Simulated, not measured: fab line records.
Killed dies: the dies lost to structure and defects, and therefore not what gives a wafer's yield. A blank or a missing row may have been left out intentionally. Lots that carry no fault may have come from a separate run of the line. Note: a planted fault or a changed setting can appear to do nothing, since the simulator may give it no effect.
The tool behind it: which one?	flow nand harc	24 lots, 72 wafers sampled, at 6 steps of a route of 1159

== WHAT THE GAUGES SHOWED, per wafer ==
NHARC_A_CONTACT_OVL_MEAS_09. Usual: overlay x nm 0.2 nm, standard deviation 0.7; overlay y nm -0.2 nm, standard deviation 0.89.
lot	measured	on	overlay x nm (nm)	overlay y nm (nm)	flag
L077	day 20 07:37	overlay-02	-0.3 -0.2 -0.1	-0.1 -0.1 0.6	
L078	day 20 10:14	overlay-01	0.0 -0.4 0.1	0.6 0.3 0.3	
L074	day 20 16:40	overlay-01	-0.8 0.2 -0.5	0.4 -0.1 0.6	
L076	day 20 17:28	overlay-02	0.7 0.1 0.0	0.1 -0.4 -0.6	
L075	day 20 23:11	overlay-02	-1.2 -1.1 -0.9	-0.8 -0.7 -0.7	
L080	day 21 07:46	overlay-02	0.8 0.9 0.5	-1.2 -1.5 -1.5	
L082	day 21 06:16	overlay-01	0.7 1.5 1.6	1.3 0.6 0.2	
L079	day 21 13:06	overlay-02	1.0 0.7 0.7	0.5 0.5 0.6	
L084	day 21 16:46	overlay-02	0.3 0.0 -0.1	-1.9 -2.0 -1.6	
L081	day 21 13:47	overlay-01	0.2 -0.1 0.1	0.4 0.5 0.3	
L083	day 21 19:37	overlay-01	-0.5 0.1 -0.1	-0.4 -0.3 -0.2	
L085	day 22 22:07	overlay-01	0.5 -0.4 0.1	0.6 1.4 1.3	
L087	day 22 04:26	overlay-02	0.1 -0.2 -0.1	0.9 1.0 1.8	
L088	day 22 20:44	overlay-01	-0.4 -0.7 -1.4	-0.7 -0.3 -0.8	
L089	day 22 23:16	overlay-02	-1.4 -0.5 -0.5	-2.3 -2.1 -1.9	
L093	day 23 06:35	overlay-02	0.5 0.6 0.9	-0.1 -0.6 -0.4	
L095	day 23 14:09	overlay-02	2.0 0.9 1.9	0.3 0.0 0.4	
L091	day 23 12:53	overlay-01	1.2 0.5 0.9	-0.5 -1.0 -0.4	
L092	day 23 13:31	overlay-02	0.8 0.9 1.4	0.3 0.1 0.0	
L094	day 23 16:40	overlay-02	-0.4 -0.7 -0.5	0.0 0.2 -0.5	
L090	day 23 17:52	overlay-01	1.3 0.5 0.8	-0.2 0.2 0.4	
L086	day 24 05:02	overlay-01	0.2 0.5 0.1	-1.1 -1.4 -1.2	
L097	day 24 13:56	overlay-01	-0.4 0.6 0.0	0.3 0.8 0.5	
L096	day 24 18:39	overlay-01	0.8 0.9 0.2	-1.3 -1.3 -1.2	

== WHICH TOOL RAN EACH LOT (tool, then ch and the chambers of the sampled wafers, then the start) ==
lot	NHARC_A_WL_FILL_RTA_01	NHARC_A_WL_FILL_ETCHBACK_04	NHARC_A_WL_FILL_ETCHBACK_16	NHARC_A_CONTACT_ETCH_102	NHARC_A_CONTACT_ETCH_131
L077	rtp anneal-01 ch 0, day 17 12:31	rie metal-03 ch 0,1, day 17 22:32	rie diel-02 ch 0,1,2, day 19 15:35 or earlier	rie diel-05 ch 2,3, day 19 15:35	har cap etch-01 ch 0,1, day 19 22:55
L078	rtp anneal-02 ch 0, day 17 12:32	rie metal-02 ch 0,1, day 18 00:48	rie diel-13 ch 1,2,3, day 19 16:57 or earlier	rie diel-06 ch 0,2,3, day 19 16:57	har cap etch-03 ch 0,1, day 20 01:14
L074	rtp anneal-02 ch 0, day 17 15:19	rie metal-01 ch 0,1, day 18 06:46	rie diel-07 ch 0,3, day 19 23:34 or earlier	rie diel-06 ch 0,2,3, day 19 23:34	har cap etch-03 ch 0,1, day 20 10:16
L076	rtp anneal-01 ch 0, day 17 21:14	rie metal-01 ch 0,1, day 18 09:28	rie diel-13 ch 0,2,3, day 19 22:35 or earlier	rie diel-06 ch 0,3, day 19 22:35	har cap etch-01 ch 0,1, day 20 09:05
L075	rtp anneal-02 ch 0, day 17 21:24	rie metal-03 ch 0,1, day 18 10:43	rie diel-02 ch 0,1,3, day 20 04:38 or earlier	rie diel-04 ch 0,2, day 20 04:38	har cap etch-03 ch 0,1, day 20 14:43
L080	rtp anneal-02 ch 0, day 18 03:48	rie metal-02 ch 0,1, day 18 12:24	rie diel-02 ch 0,1,2, day 20 14:31 or earlier	rie diel-06 ch 0,1, day 20 14:31	har cap etch-01 ch 0,1, day 20 21:50
L082	rtp anneal-02 ch 0, day 18 08:01	rie metal-03 ch 0,1, day 18 15:41	rie diel-07 ch 1,2,3, day 20 13:40 or earlier	rie diel-06 ch 1,2, day 20 13:40	har cap etch-02 ch 0,1, day 20 20:44
L079	rtp anneal-01 ch 0, day 18 08:16	rie metal-02 ch 0,1, day 18 17:57	rie diel-02 ch 1,2,3, day 20 20:37 or earlier	rie diel-05 ch 0,2,3, day 20 20:37	har cap etch-02 ch 0,1, day 21 05:38
L084	rtp anneal-02 ch 0, day 18 08:22	rie metal-01 ch 0,1, day 18 18:29	rie diel-02 ch 0,2,3, day 21 00:20 or earlier	rie diel-04 ch 0,2,3, day 21 00:20	har cap etch-01 ch 0,1, day 21 12:35
L081	rtp anneal-02 ch 0, day 18 08:32	rie metal-02 ch 0,1, day 18 20:43	rie diel-07 ch 1,2,3, day 20 20:51 or earlier	rie diel-06 ch 0,2,3, day 20 20:51	har cap etch-01 ch 0,1, day 21 07:33
L083	rtp anneal-01 ch 0, day 18 11:12	rie metal-01 ch 0,1, day 18 23:37	rie diel-07 ch 0,2,3, day 21 05:32 or earlier	rie diel-05 ch 2,3, day 21 05:32	har cap etch-03 ch 1, day 21 15:00
L085	rtp anneal-02 ch 0, day 18 20:38	rie metal-02 ch 0,1, day 19 07:29	rie diel-02 ch 0,3, day 21 21:01 or earlier	rie diel-04 ch 0,1,2, day 21 21:01	har cap etch-03 ch 0,1, day 22 14:59
L087	rtp anneal-01 ch 0, day 18 20:47	rie metal-03 ch 0,1, day 19 10:17	rie diel-07 ch 2,3, day 21 17:50 or earlier	rie diel-05 ch 0,1, day 21 17:50	har cap etch-01 ch 0,1, day 21 23:29
L088	rtp anneal-01 ch 0, day 19 07:09	rie metal-01 ch 0,1, day 20 03:20	rie diel-13 ch 1,2,3, day 22 09:24 or earlier	rie diel-05 ch 0,1,3, day 22 09:24	har cap etch-02 ch 0,1, day 22 15:01
L089	rtp anneal-01 ch 0, day 19 07:21	rie metal-02 ch 0,1, day 20 03:37	rie diel-02 ch 0,1,3, day 22 12:11 or earlier	rie diel-06 ch 1,3, day 22 12:11	har cap etch-03 ch 0, day 22 17:50
L093	rtp anneal-01 ch 0, day 19 13:18	rie metal-03 ch 0,1, day 20 12:01	rie diel-07 ch 1,3, day 22 17:07 or earlier	rie diel-06 ch 0,1, day 22 17:07	har cap etch-03 ch 0,1, day 23 00:48
L095	rtp anneal-01 ch 0, day 19 13:30	rie metal-03 ch 0,1, day 20 16:50	rie diel-13 ch 0,3, day 23 00:11 or earlier	rie diel-04 ch 0,1,2, day 23 00:11	har cap etch-02 ch 0,1, day 23 06:11
L091	rtp anneal-02 ch 0, day 19 13:45	rie metal-01 ch 0,1, day 20 19:19	rie diel-07 ch 0,1, day 22 22:01 or earlier	rie diel-04 ch 0,2,3, day 22 22:01	har cap etch-03 ch 0,1, day 23 05:05
L092	rtp anneal-01 ch 0, day 19 13:49	rie metal-02 ch 0,1, day 20 19:40	rie diel-02 ch 0,2,3, day 22 20:46 or earlier	rie diel-06 ch 0,1, day 22 20:46	har cap etch-01 ch 0,1, day 23 05:04
L094	rtp anneal-02 ch 0, day 19 18:33	rie metal-03 ch 0, day 20 23:04	rie diel-07 ch 1,2, day 23 04:27 or earlier	rie diel-04 ch 0,1, day 23 04:27	har cap etch-01 ch 1, day 23 10:01
L090	rtp anneal-01 ch 0, day 19 23:17	rie metal-02 ch 0,1, day 21 00:17	rie diel-13 ch 1,2,3, day 23 04:35 or earlier	rie diel-06 ch 0,3, day 23 04:35	har cap etch-02 ch 0,1, day 23 10:35
L086	rtp anneal-01 ch 0, day 19 23:28	rie metal-01 ch 0,1, day 21 03:07	rie diel-07 ch 0,2,3, day 23 13:40 or earlier	rie diel-04 ch 0,1,2, day 23 13:40	har cap etch-01 ch 0,1, day 23 22:13
L097	rtp anneal-02 ch 0, day 20 13:02	rie metal-02 ch 0,1, day 21 17:25	rie diel-13 ch 1,2, day 24 00:13 or earlier	rie diel-06 ch 0,1,3, day 24 00:13	har cap etch-01 ch 0,1, day 24 09:11
L096	rtp anneal-02 ch 0, day 20 15:47	rie metal-01 ch 0,1, day 21 23:52	rie diel-13 ch 2,3, day 24 07:43 or earlier	rie diel-06 ch 0,1, day 24 07:43	har cap etch-03 ch 0,1, day 24 13:05
- NHARC_A_WL_FILL_RTA_01: time 5 s.
- NHARC_A_WL_FILL_ETCHBACK_04: etches the open film in NF3, target depth 60 nm, time 120 s.
- NHARC_A_WL_FILL_ETCHBACK_16: etches the open film in C4F8/O2/Ar, target depth 88 nm, time 17.6 s.
- NHARC_A_CONTACT_ETCH_102: etches the open film in CF4/O2, target depth 70 nm, overetch 7 nm, time 38.5 s.
- NHARC_A_CONTACT_ETCH_131: etches the open film in C4F8/O2/Ar, time 155 s, target depth 956 nm.

== WHAT THE TOOLS THEMSELVES READ (means of the sampled wafers that have a number; where no wafer has one, the mark that the record gives instead) ==
NHARC_A_WL_FILL_RTA_01. Usual: lamp power pct 31 %, standard deviation 6.3; lamp_zone_1_pct 31 %, standard deviation 6.3; lamp_zone_5_pct 31 %, standard deviation 6.3; lamp_zone_6_pct 31 %, standard deviation 6.3; wafer_temp_C_max 1004.8, standard deviation 1.4.
lot	tool	lamp power pct (%)	lamp_zone_1_pct (%)	lamp_zone_5_pct (%)	lamp_zone_6_pct (%)	wafer_temp_C_max	flag
L077	rtp anneal-01	37	37	38	37	1006.7	
L078	rtp anneal-02	25	25	25	25	1003.8	
L074	rtp anneal-02	25	25	25	25	1004.2	
L076	rtp anneal-01	37	37	37	37	1005.5	
L075	rtp anneal-02	25	25	25	25	1004.0	
L080	rtp anneal-02	25	25	25	25	1004.1	
L082	rtp anneal-02	25	25	25	25	1002.8	
L079	rtp anneal-01	37	37	37	37	1005.6	
L084	rtp anneal-02	25	25	25	25	1004.0	
L081	rtp anneal-02	25	25	25	25	1003.9	
L083	rtp anneal-01	38	37	37	37	1005.6	
L085	rtp anneal-02	25	25	25	25	1004.3	
L087	rtp anneal-01	37	37	38	37	1006.1	
L088	rtp anneal-01	37	38	37	37	1005.2	
L089	rtp anneal-01	37	37	37	37	1006.2	
L093	rtp anneal-01	37	38	38	37	1007.3	
L095	rtp anneal-01	37	37	38	37	1007.9	
L091	rtp anneal-02	25	25	25	25	1004.2	
L092	rtp anneal-01	37	37	37	37	1005.0	
L094	rtp anneal-02	25	25	25	25	1004.3	
L090	rtp anneal-01	37	37	37	37	1005.9	
L086	rtp anneal-01	37	37	37	37	1004.6	
L097	rtp anneal-02	25	25	25	25	1003.3	
L096	rtp anneal-02	25	25	25	25	1003.7	

NHARC_A_WL_FILL_ETCHBACK_04. Usual: drypump motor current A 5.7 A, standard deviation 0.49; oes product au 1.009 a.u., standard deviation 0.0089.
lot	tool	drypump motor current A (A)	oes product au (a.u.)	flag
L077	rie metal-03	6.0	1.007	
L078	rie metal-02	5.6	1.013	
L074	rie metal-01	5.2	1.003	
L076	rie metal-01	5.8	0.993	
L075	rie metal-03	6.0	1.005	
L080	rie metal-02	5.6	1.005	
L082	rie metal-03	6.0	1.008	
L079	rie metal-02	5.6	1.008	
L084	rie metal-01	5.2	1.006	
L081	rie metal-02	5.6	1.003	
L083	rie metal-01	5.2	0.995	
L085	rie metal-02	5.6	1.012	
L087	rie metal-03	6.0	1.011	
L088	rie metal-01	5.7	1.003	
L089	rie metal-02	5.6	1.014	
L093	rie metal-03	6.0	1.018	
L095	rie metal-03	6.0	1.021	
L091	rie metal-01	5.8	1.000	
L092	rie metal-02	5.6	1.010	
L094	rie metal-03	6.0	1.016	
L090	rie metal-02	5.6	1.006	
L086	rie metal-01	5.8	1.014	
L097	rie metal-02	5.6	1.008	
L096	rie metal-01	5.2	1.009	

NHARC_A_WL_FILL_ETCHBACK_16. Usual: oes product au 0.988 a.u., standard deviation 0.021; rf fwd power W 588 W, standard deviation 3.1; rf vpp V 724 V, standard deviation 5.1.
lot	tool	oes product au (a.u.)	rf fwd power W (W)	rf vpp V (V)	flag
L077	rie diel-02	0.945	589	725	
L078	rie diel-13	0.987	586	721	
L074	rie diel-07	1.005	587	729	
L076	rie diel-13	0.999	590	721	
L075	rie diel-02	1.001	587	725	
L080	rie diel-02	0.997	588	725	
L082	rie diel-07	0.999	587	728	
L079	rie diel-02	0.957	587	721	
L084	rie diel-02	0.984	586	722	
L081	rie diel-07	1.001	586	728	
L083	rie diel-07	0.975	586	728	
L085	rie diel-02	1.002	586	723	
L087	rie diel-07	0.998	588	730	
L088	rie diel-13	0.996	586	722	
L089	rie diel-02	0.986	586	725	
L093	rie diel-07	1.010	584	728	
L095	rie diel-13	0.997	591	717	
L091	rie diel-07	1.012	585	726	
L092	rie diel-02	0.926	587	723	
L094	rie diel-07	0.977	586	726	
L090	rie diel-13	0.967	587	721	
L086	rie diel-07	0.993	588	729	
L097	rie diel-13	0.990	589	726	
L096	rie diel-13	1.000	586	721	

NHARC_A_CONTACT_ETCH_102. Usual: drypump motor current A 5.8 A, standard deviation 0.61; oes product au 0.997 a.u., standard deviation 0.008; rf fwd power W 295.8 W, standard deviation 1.6; rf vpp V 197.9 V, standard deviation 1.4; showerhead plenum p Torr 1.34 Torr, standard deviation 0.057; throttle valve pct 13.397 %, standard deviation 0.0092.
lot	tool	drypump motor current A (A)	oes product au (a.u.)	rf fwd power W (W)	rf vpp V (V)	showerhead plenum p Torr (Torr)	throttle valve pct (%)	flag
L077	rie diel-05	6.1	0.994	295.3	198.8	1.34	13.393	
L078	rie diel-06	6.0	1.000	295.5	197.6	1.34	13.398	
L074	rie diel-06	6.0	1.000	296.3	198.1	1.34	13.393	
L076	rie diel-06	6.2	0.995	295.2	198.6	1.38	13.389	
L075	rie diel-04	6.4	0.997	297.2	197.4	1.29	13.400	
L080	rie diel-06	5.6	0.991	295.5	199.2	1.40	13.396	
L082	rie diel-06	5.1	0.997	295.3	198.5	1.37	13.395	
L079	rie diel-05	5.7	0.992	295.1	197.7	1.32	13.397	
L084	rie diel-04	6.0	1.000	296.5	198.3	1.34	13.407	
L081	rie diel-06	6.0	0.993	295.7	197.4	1.33	13.402	
L083	rie diel-05	6.1	0.999	295.5	198.2	1.34	13.401	
L085	rie diel-04	6.1	1.004	296.4	197.8	1.32	13.404	
L087	rie diel-05	5.8	1.006	296.0	196.8	1.30	13.406	
L088	rie diel-05	5.6	1.003	294.6	196.3	1.29	13.409	
L089	rie diel-06	5.3	0.995	294.9	198.7	1.41	13.399	
L093	rie diel-06	6.1	0.992	295.3	198.4	1.38	13.386	
L095	rie diel-04	6.1	0.998	296.7	197.1	1.31	13.388	
L091	rie diel-04	6.0	0.996	296.8	197.9	1.34	13.401	
L092	rie diel-06	5.6	0.989	295.2	199.1	1.40	13.404	
L094	rie diel-04	6.1	1.000	298.0	196.5	1.29	13.393	
L090	rie diel-06	6.2	0.993	295.2	198.3	1.38	13.396	
L086	rie diel-04	6.1	1.003	296.8	197.3	1.31	13.393	
L097	rie diel-06	5.9	0.989	297.1	199.8	1.39	13.399	
L096	rie diel-06	6.1	0.986	296.0	198.4	1.37	13.397	

== THE ANSWER, worked out from the rows above alone ==
Rule: a lot is off if the mean of its wafers that have a number lies more than 3 standard deviations from the usual mean. A lot without any number at a reading at which 4 lots or more have one is off too. Any other lot the step has rows for is counted as sound. The gauges are gone through in route order, then the tools' own readings, and for those a lot's mean is taken as printed above. The first step at which some lot is off is used, and at that step the reading that is off furthest; a lot without a number counts as furthest.
Nothing can be told from this: no lot is off at any reading shown.

== WHAT THE SIMULATOR PUT IN ==
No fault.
